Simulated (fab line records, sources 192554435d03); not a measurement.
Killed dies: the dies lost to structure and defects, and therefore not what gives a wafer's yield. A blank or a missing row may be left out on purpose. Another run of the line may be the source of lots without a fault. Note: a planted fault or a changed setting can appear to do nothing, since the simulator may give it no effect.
Split-lot study	flow n5Finfet	7 lots, 21 wafers read, on a route of 1938 steps

SPLIT DETAILS
At N5_BEOL_M12_PEB_08 (peb time 90 s), the setting pebTimeS was moved away from the recipe's 90 s on 10 of the 21 wafers read, by -14.6% to +16.2%. For the rest of the wafers, this setting stayed at what the recipe calls for.

FROM THE SPLIT TO THE READING: what the file shows between them, 2 steps
- N5_BEOL_M12_DEVELOP_09: develop time 45 s
- N5_BEOL_M12_HARDBAKE_14: time 120 s

THE READING
At N5_BEOL_M12_CD_MEAS_10: cdNm in nanometres, against a target cd of 140 nm. On this fab line, fault-free wafers typically give 140.6 nm with a standard deviation of 1.4 nm.

wafer	tool, chamber at the split	pebTimeS as run, s	against the recipe	cdNm, nm	against lot-mates on the recipe
L074.2	lithoTrack-02, 0	90	recipe	142.6	-
L074.3	lithoTrack-02, 0	90	recipe	140.8	-
L074.5	lithoTrack-02, 0	90	recipe	143.7	-
L081.3	lithoTrack-04, 0	90	recipe	139.6	-
L081.4	lithoTrack-04, 0	90	recipe	139.0	-
L081.5	lithoTrack-04, 0	104.6	+16.2%	143.5	+4.2
L084.1	lithoTrack-04, 0	90	recipe	140.2	-
L084.4	lithoTrack-04, 0	76.82	-14.6%	134.6	-5.6
L084.6	lithoTrack-04, 0	76.82	-14.6%	136.4	-3.8
L092.1	lithoTrack-02, 0	102.2	+13.6%	142.0	+0.4
L092.3	lithoTrack-02, 0	90	recipe	141.6	-
L092.4	lithoTrack-02, 0	102.2	+13.6%	144.7	+3.1
L088.2	lithoTrack-05, 0	104.4	+16.0%	145.4	+4.8
L088.5	lithoTrack-05, 0	90	recipe	140.3	-
L088.6	lithoTrack-05, 0	90	recipe	140.8	-
L089.2	lithoTrack-02, 0	82.65	-8.2%	141.5	-0.6
L089.5	lithoTrack-02, 0	90	recipe	142.1	-
L089.6	lithoTrack-02, 0	82.65	-8.2%	138.5	-3.6
L093.1	lithoTrack-04, 0	80.47	-10.6%	137.9	-1.9
L093.5	lithoTrack-04, 0	80.47	-10.6%	136.4	-3.4
L093.6	lithoTrack-04, 0	90	recipe	139.8	-

THE FIT
A straight line over all 21 wafers: cdNm changes by +0.258 nm for each +1% of pebTimeS; r = +0.84; the points scatter about the line by 1.5 nm.
The same after taking each lot's own level away (the mean of its wafers on the recipe; 21 wafers): +0.251 nm for each +1%; r = +0.91; scatter 1.1 nm.
On that fit, the largest move of pebTimeS shifts the reading by 4.1 nm.
Measured against the standard deviation above, the lots' own levels, which go from 139.30 to 142.37 nm, span 2.2 times it.
The two slopes are in agreement: the lot-to-lot level therefore moves the slope only a little.
Check: +3.76 nm against its lot-mates is what the line predicts for one of the wafers moved furthest among these (+16.2%) when that wafer is left out of the fit. Against them it came out at +4.2 nm.

THE OTHER SPLITS THESE WAFERS WENT THROUGH
Before the reading, these wafers also passed through other splits. Each is held against what the fit with the lots' levels taken away leaves over:
other split on the same wafers	wafers away from the commonest value	r with cdNm (lot level and that fit taken away)
N5_BEOL_M9_EXPOSE_08 doseMj	6	+0.05
N5_BEOL_M10_COAT_60 spinRpm	8	+0.12
N5_BEOL_M10_DEVELOP_10 developTimeS	7	-0.71
N5_BEOL_M10_VIA_ETCH_34 timeS	7	+0.36
N5_BEOL_M10_TRENCH_ETCH_37 sourceW	6	-0.14

THE FILE'S OWN FIT
cdNm changes by +0.259 nm for each +1% of pebTimeS, r = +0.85.
